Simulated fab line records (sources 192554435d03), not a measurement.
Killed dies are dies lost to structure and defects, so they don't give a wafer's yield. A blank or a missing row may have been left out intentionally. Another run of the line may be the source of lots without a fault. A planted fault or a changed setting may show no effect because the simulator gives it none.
Lot-split experiment || flow n5_finfet || route with 1938 steps; 7 lots, 39 wafers read

## SPLIT DETAILS
At N5_MOL_CONTACT_COAG_ALD_27 (deposits SiOC, target thk 17 nm, pulse time 1.5 s, time 2720 s), the setting ald_cycles was moved away from the recipe's 340 on 9 of the 39 wafers read, by -59.7% to -16.5%. All remaining wafers had this setting at the recipe value.

## FROM THE SPLIT TO THE READING: what the file shows between them, 4 steps
- N5_MOL_CONTACT_COAG_CMP_28: polishes, stops on SiNx, t overpolish 0.85 s, target thk 14.522 nm
- N5_MOL_CONTACT_COAG_ALD_123: deposits SiNx, target thk 5 nm, pulse time 1 s, purge time 2 s
- N5_MOL_CONTACT_COAG_VIA_ETCH_117: etches SiO2 in C4F6/O2, target depth 40 nm, overetch 8 nm, time 26 s
- N5_MOL_CONTACT_COAG_ETCH_124: etches SiNx in CH3F/O2, stops on SiOC, target depth 6.5 nm

## THE READING
etch.depth_nm (the simulator's own value, which no gauge read), in nm, at N5_MOL_CONTACT_COAG_ETCH_48 (etches SiOC in C4F6/O2, target depth 15 nm, overetch 4.5 nm, time 17 s). The file gives no usual value for it. Across the 30 wafers here that went through the recipe, the average is 14.697 nm and the standard deviation 0.88 nm.

{"wafer": "L083.1", "tool, chamber at the split": "ald_sin-02, 0,2,0,2,1", "ald_cycles as run": 340, "against the recipe": "recipe", "etch.depth_nm, nm": 13.27, "against lot-mates on the recipe": "-"}
{"wafer": "L083.2", "tool, chamber at the split": "ald_sin-02, 0,2,0,2,1", "ald_cycles as run": 340, "against the recipe": "recipe", "etch.depth_nm, nm": 14.15, "against lot-mates on the recipe": "-"}
{"wafer": "L083.3", "tool, chamber at the split": "ald_sin-02, 1", "ald_cycles as run": 340, "against the recipe": "recipe", "etch.depth_nm, nm": 14.07, "against lot-mates on the recipe": "-"}
{"wafer": "L083.4", "tool, chamber at the split": "ald_sin-02, 0,2,0,2,1", "ald_cycles as run": 340, "against the recipe": "recipe", "etch.depth_nm, nm": 14.67, "against lot-mates on the recipe": "-"}
{"wafer": "L083.5", "tool, chamber at the split": "ald_sin-02, 0,2,0,2,1", "ald_cycles as run": 340, "against the recipe": "recipe", "etch.depth_nm, nm": 13.67, "against lot-mates on the recipe": "-"}
{"wafer": "L083.6", "tool, chamber at the split": "ald_sin-02, 0,2,0,2,1", "ald_cycles as run": 340, "against the recipe": "recipe", "etch.depth_nm, nm": 14.03, "against lot-mates on the recipe": "-"}
{"wafer": "L085.1", "tool, chamber at the split": "ald_sin-04, 1,3,0", "ald_cycles as run": 340, "against the recipe": "recipe", "etch.depth_nm, nm": 15.01, "against lot-mates on the recipe": "-"}
{"wafer": "L085.2", "tool, chamber at the split": "ald_sin-04, 1,3,0", "ald_cycles as run": 340, "against the recipe": "recipe", "etch.depth_nm, nm": 13.54, "against lot-mates on the recipe": "-"}
{"wafer": "L085.3", "tool, chamber at the split": "ald_sin-04, 1,3,0", "ald_cycles as run": 340, "against the recipe": "recipe", "etch.depth_nm, nm": 15.63, "against lot-mates on the recipe": "-"}
{"wafer": "L085.4", "tool, chamber at the split": "ald_sin-04, 2,2,1", "ald_cycles as run": 137, "against the recipe": "-59.7%", "etch.depth_nm, nm": 6.887, "against lot-mates on the recipe": -7.840}
{"wafer": "L085.5", "tool, chamber at the split": "ald_sin-04, 2,2,1", "ald_cycles as run": 137, "against the recipe": "-59.7%", "etch.depth_nm, nm": 6.871, "against lot-mates on the recipe": -7.856}
{"wafer": "L085.6", "tool, chamber at the split": "ald_sin-04, 2,2,1", "ald_cycles as run": 137, "against the recipe": "-59.7%", "etch.depth_nm, nm": 6.869, "against lot-mates on the recipe": -7.858}
{"wafer": "L086.1", "tool, chamber at the split": "ald_sin-04, 0,3,2", "ald_cycles as run": 340, "against the recipe": "recipe", "etch.depth_nm, nm": 16.06, "against lot-mates on the recipe": "-"}
{"wafer": "L086.2", "tool, chamber at the split": "ald_sin-04, 0,3,2", "ald_cycles as run": 340, "against the recipe": "recipe", "etch.depth_nm, nm": 15.26, "against lot-mates on the recipe": "-"}
{"wafer": "L086.3", "tool, chamber at the split": "ald_sin-04, 1,3,0", "ald_cycles as run": 340, "against the recipe": "recipe", "etch.depth_nm, nm": 14.21, "against lot-mates on the recipe": "-"}
{"wafer": "L086.4", "tool, chamber at the split": "ald_sin-04, 0,3,2", "ald_cycles as run": 340, "against the recipe": "recipe", "etch.depth_nm, nm": 16.01, "against lot-mates on the recipe": "-"}
{"wafer": "L086.5", "tool, chamber at the split": "ald_sin-04, 1,3,0", "ald_cycles as run": 340, "against the recipe": "recipe", "etch.depth_nm, nm": 15.63, "against lot-mates on the recipe": "-"}
{"wafer": "L086.6", "tool, chamber at the split": "ald_sin-04, 1,3,0", "ald_cycles as run": 340, "against the recipe": "recipe", "etch.depth_nm, nm": 14.86, "against lot-mates on the recipe": "-"}
{"wafer": "L087.1", "tool, chamber at the split": "ald_sin-02, 1,3,0", "ald_cycles as run": 340, "against the recipe": "recipe", "etch.depth_nm, nm": 15.68, "against lot-mates on the recipe": "-"}
{"wafer": "L087.2", "tool, chamber at the split": "ald_sin-02, 0,2,1", "ald_cycles as run": 284, "against the recipe": "-16.5%", "etch.depth_nm, nm": 14.26, "against lot-mates on the recipe": -0.627}
{"wafer": "L087.3", "tool, chamber at the split": "ald_sin-02, 0,2,1", "ald_cycles as run": 284, "against the recipe": "-16.5%", "etch.depth_nm, nm": 14.18, "against lot-mates on the recipe": -0.707}
{"wafer": "L087.4", "tool, chamber at the split": "ald_sin-02, 1,3,0", "ald_cycles as run": 340, "against the recipe": "recipe", "etch.depth_nm, nm": 15.02, "against lot-mates on the recipe": "-"}
{"wafer": "L087.5", "tool, chamber at the split": "ald_sin-02, 1,3,0", "ald_cycles as run": 340, "against the recipe": "recipe", "etch.depth_nm, nm": 13.96, "against lot-mates on the recipe": "-"}
{"wafer": "L087.6", "tool, chamber at the split": "ald_sin-02, 0,2,1", "ald_cycles as run": 284, "against the recipe": "-16.5%", "etch.depth_nm, nm": 14.13, "against lot-mates on the recipe": -0.757}
{"wafer": "L088.1", "tool, chamber at the split": "ald_sin-01, 2,3,2", "ald_cycles as run": 340, "against the recipe": "recipe", "etch.depth_nm, nm": 13.73, "against lot-mates on the recipe": "-"}
{"wafer": "L088.4", "tool, chamber at the split": "ald_sin-01, 2,3,2", "ald_cycles as run": 340, "against the recipe": "recipe", "etch.depth_nm, nm": 13.05, "against lot-mates on the recipe": "-"}
{"wafer": "L088.5", "tool, chamber at the split": "ald_sin-01, 2,3,2", "ald_cycles as run": 340, "against the recipe": "recipe", "etch.depth_nm, nm": 14.62, "against lot-mates on the recipe": "-"}
{"wafer": "L091.1", "tool, chamber at the split": "ald_sin-01, 3,0,1,0,3", "ald_cycles as run": 340, "against the recipe": "recipe", "etch.depth_nm, nm": 14.66, "against lot-mates on the recipe": "-"}
{"wafer": "L091.2", "tool, chamber at the split": "ald_sin-01, 3,0,1,0,3", "ald_cycles as run": 340, "against the recipe": "recipe", "etch.depth_nm, nm": 15.91, "against lot-mates on the recipe": "-"}
{"wafer": "L091.3", "tool, chamber at the split": "ald_sin-01, 2", "ald_cycles as run": 340, "against the recipe": "recipe", "etch.depth_nm, nm": 15.53, "against lot-mates on the recipe": "-"}
{"wafer": "L091.4", "tool, chamber at the split": "ald_sin-01, 3,0,1,0,3", "ald_cycles as run": 340, "against the recipe": "recipe", "etch.depth_nm, nm": 14.23, "against lot-mates on the recipe": "-"}
{"wafer": "L091.6", "tool, chamber at the split": "ald_sin-01, 3,0,1,0,3", "ald_cycles as run": 340, "against the recipe": "recipe", "etch.depth_nm, nm": 14.23, "against lot-mates on the recipe": "-"}
{"wafer": "L091.5", "tool, chamber at the split": "ald_sin-01, 3,0,1,0,3", "ald_cycles as run": 340, "against the recipe": "recipe", "etch.depth_nm, nm": 13.81, "against lot-mates on the recipe": "-"}
{"wafer": "L095.1", "tool, chamber at the split": "ald_sin-04, 0,2,3", "ald_cycles as run": 340, "against the recipe": "recipe", "etch.depth_nm, nm": 15.52, "against lot-mates on the recipe": "-"}
{"wafer": "L095.2", "tool, chamber at the split": "ald_sin-04, 0,2,3", "ald_cycles as run": 340, "against the recipe": "recipe", "etch.depth_nm, nm": 14.69, "against lot-mates on the recipe": "-"}
{"wafer": "L095.3", "tool, chamber at the split": "ald_sin-04, 3,1,0", "ald_cycles as run": 142, "against the recipe": "-58.2%", "etch.depth_nm, nm": 7.12, "against lot-mates on the recipe": -8.353}
{"wafer": "L095.4", "tool, chamber at the split": "ald_sin-04, 3,1,0", "ald_cycles as run": 142, "against the recipe": "-58.2%", "etch.depth_nm, nm": 7.177, "against lot-mates on the recipe": -8.296}
{"wafer": "L095.5", "tool, chamber at the split": "ald_sin-04, 3,1,0", "ald_cycles as run": 142, "against the recipe": "-58.2%", "etch.depth_nm, nm": 7.128, "against lot-mates on the recipe": -8.345}
{"wafer": "L095.6", "tool, chamber at the split": "ald_sin-04, 0,2,3", "ald_cycles as run": 340, "against the recipe": "recipe", "etch.depth_nm, nm": 16.21, "against lot-mates on the recipe": "-"}
If several chambers appear in one row, that row covers several wafers at once and the file leaves open which wafer was in which chamber.

FIT RESULTS
A straight line over all 39 wafers: etch.depth_nm changes by +0.129 nm for each +1% of ald_cycles; r = +0.95; the points scatter about the line by 0.91 nm.
The same after taking each lot's own level away (the mean of its wafers on the recipe; 39 wafers): +0.135 nm for each +1%; r = +0.97; scatter 0.75 nm.
The reading moves by 8.1 nm for the largest change in ald_cycles, on that fit.
From 13.8000 to 15.4733 nm: that is the span of the lots' own levels, equal to 1.9 times the standard deviation above.
Consequently the slope shifts little with the lot-to-lot level, the two slopes agreeing.
Check: for one of the wafers moved furthest among these (-59.7%), held out of the fit, the line's prediction against its lot-mates is -8.02 nm. It came out at -7.84 nm against them.

## OTHER SPLITS ON THESE WAFERS
These wafers also went through other splits before the reading. Each is held against what the fit with the lots' levels taken away leaves over:
{"other split on the same wafers": "N5_FIN_SAQP_ETCH_65 time_s", "wafers away from the commonest value": 15, "r with etch.depth_nm (lot level and that fit taken away)": "+0.26"}

## THE WHOLE CHAIN: every reading that the file lists as answering this split, in the file's order
{"step": "N5_MOL_CONTACT_COAG_ALD_27", "what it does": "deposits SiOC, target thk 17 nm, pulse time 1.5 s, time 2720 s", "reading": "SiOC_of_MOL_CONTACT_COAG_ALD_27.thk_nm (the simulator's own value, which no gauge read)", "change (the file's fit)": "+0.17 nm for each +1% of the setting", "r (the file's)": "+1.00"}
{"step": "N5_MOL_CONTACT_COAG_CMP_28", "what it does": "polishes, stops on SiNx, t overpolish 0.85 s, target thk 14.522 nm", "reading": "SiOC_of_MOL_CONTACT_COAG_ALD_27.thk_nm (the simulator's own value, which no gauge read)", "change (the file's fit)": "+0.134 nm for each +1% of the setting", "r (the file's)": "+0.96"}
{"step": "N5_MOL_CONTACT_COAG_ETCH_48", "what it does": "etches SiOC in C4F6/O2, target depth 15 nm, overetch 4.5 nm, time 17 s", "reading": "etch.depth_nm (the simulator's own value, which no gauge read)", "change (the file's fit)": "+0.134 nm for each +1% of the setting", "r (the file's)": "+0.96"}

## THE FILE'S OWN FIT
etch.depth_nm changes by +0.134 nm for each +1% of ald_cycles, r = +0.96.
